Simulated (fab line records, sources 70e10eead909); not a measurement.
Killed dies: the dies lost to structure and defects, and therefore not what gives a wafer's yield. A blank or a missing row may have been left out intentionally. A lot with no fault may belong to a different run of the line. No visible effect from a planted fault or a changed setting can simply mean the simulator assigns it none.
Problem report, 8D (eight disciplines) form, completed by code ; flow nandHarc ; the parts of the form that need people (team, actions taken, sign-off) are left out

== 1. THE ISSUE ==
Wafers with no fault read 4 with a standard deviation of 3.2, whereas killedAtPeriphery at NHARC_END_SORT_01 reads a mean of 51 on 1 wafer of 1 lot. Measured from the usual mean, that is +15 standard deviations.
Seen first at day 32 22:29 on prober-01, wafer L210.6. The record holds 3 wafers of 1 lot with a number at this step. Rule for "out" (also "out of limits"): further than 4 standard deviations from the usual mean. The other wafers with a number count as sound.

== 2. WHAT IT IS, AND WHAT IT ISN'T ==
question;is;is not
which readings at this step;killedAtPeriphery, sort_bin_3_pct;killedAtArray, killedAtOther, killedOpen, killedShort, sort_bin_2_pct, sort_bin_4_pct
which lots;L210;-
which wafers of those lots;L210.6;L210.1, L210.5
read on which gauges;prober-01;-
when;from day 32 22:29;up to then (2 sound wafers)

== 3. SUSPECTS, AND WHAT RULES EACH OUT ==
Counting: a tool at a process step up to the reading stays a suspect if it ran every lot that is out. Sound lots after the first of them don't rule it out here, since some wafers of a struck lot are sound.
- the gauge at NHARC_END_SORT_01: kept. All the wafers that are out were read on prober-01, and no step on other tools shows them out.
- wetBench-10 at NHARC_P_M2_STRIP_19 (strips in post etch residue remover, time 600 s): kept. It ran the lot that is out, L210 (day 14 08:49).
- cmp-03 at NHARC_THIN_TSV_CMP_21 (polishes, t overpolish 30 s, target thk 2000 nm): kept. It ran the lot that is out, L210 (day 32 07:42).
- pvdSputter-03 at NHARC_THIN_TSV_DEGAS_53 (time 60 s): kept. It ran the lot that is out, L210 (day 32 08:11).
- pvdSputter-03 at NHARC_THIN_TSV_PRE_CLEAN_54 (time 30 s): kept. It ran the lot that is out, L210 (day 32 08:16).
- The sound lot-mates ran in chamber 2 of cmp-03 at NHARC_THIN_TSV_CMP_21, but the wafers that are out ran in chamber 3.
Left after counting: wetBench-10 at NHARC_P_M2_STRIP_19, cmp-03 at NHARC_THIN_TSV_CMP_21, pvdSputter-03 at NHARC_THIN_TSV_DEGAS_53, pvdSputter-03 at NHARC_THIN_TSV_PRE_CLEAN_54, prober-01 at NHARC_END_SORT_01.

== 4. THE CAUSE (what the simulator had put in) ==
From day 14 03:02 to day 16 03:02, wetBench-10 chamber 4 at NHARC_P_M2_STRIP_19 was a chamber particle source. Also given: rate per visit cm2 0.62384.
After counting, 5 suspects remain, this tool included.

== 5. SEQUENCE OF EFFECTS, ordered by route ==
One row per reading whose mean, taken over the struck wafers that have a number, lies over 3 standard deviations from the usual. Only readings for which the record gives a usual standard deviation are gone through. hours: the time from each lot's start at the first step in this table that gives one to its start at this step, as a median over the lots. sigmas: the change in usual standard deviations.
hours;step;reading;usual;on struck wafers;change;sigmas
0;NHARC_END_SORT_01;killedAtPeriphery;4;51;+47;+15
0;NHARC_END_SORT_01;sort_bin_3_pct;0.7 %;3.8;+3.1;+7.2

== 6. HOW IT WOULD HAVE BEEN CAUGHT EARLIER ==
451 hours passed between the start of the fault at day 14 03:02 and the first reading out of limits at a measuring or inspecting step in this record, taken at day 32 22:29.
Each of the lots that are out, 1 in all, had begun NHARC_P_M2_STRIP_19 on wetBench-10 no later than day 32 22:29. Had the tool been put on hold then, not one of them would have been saved.
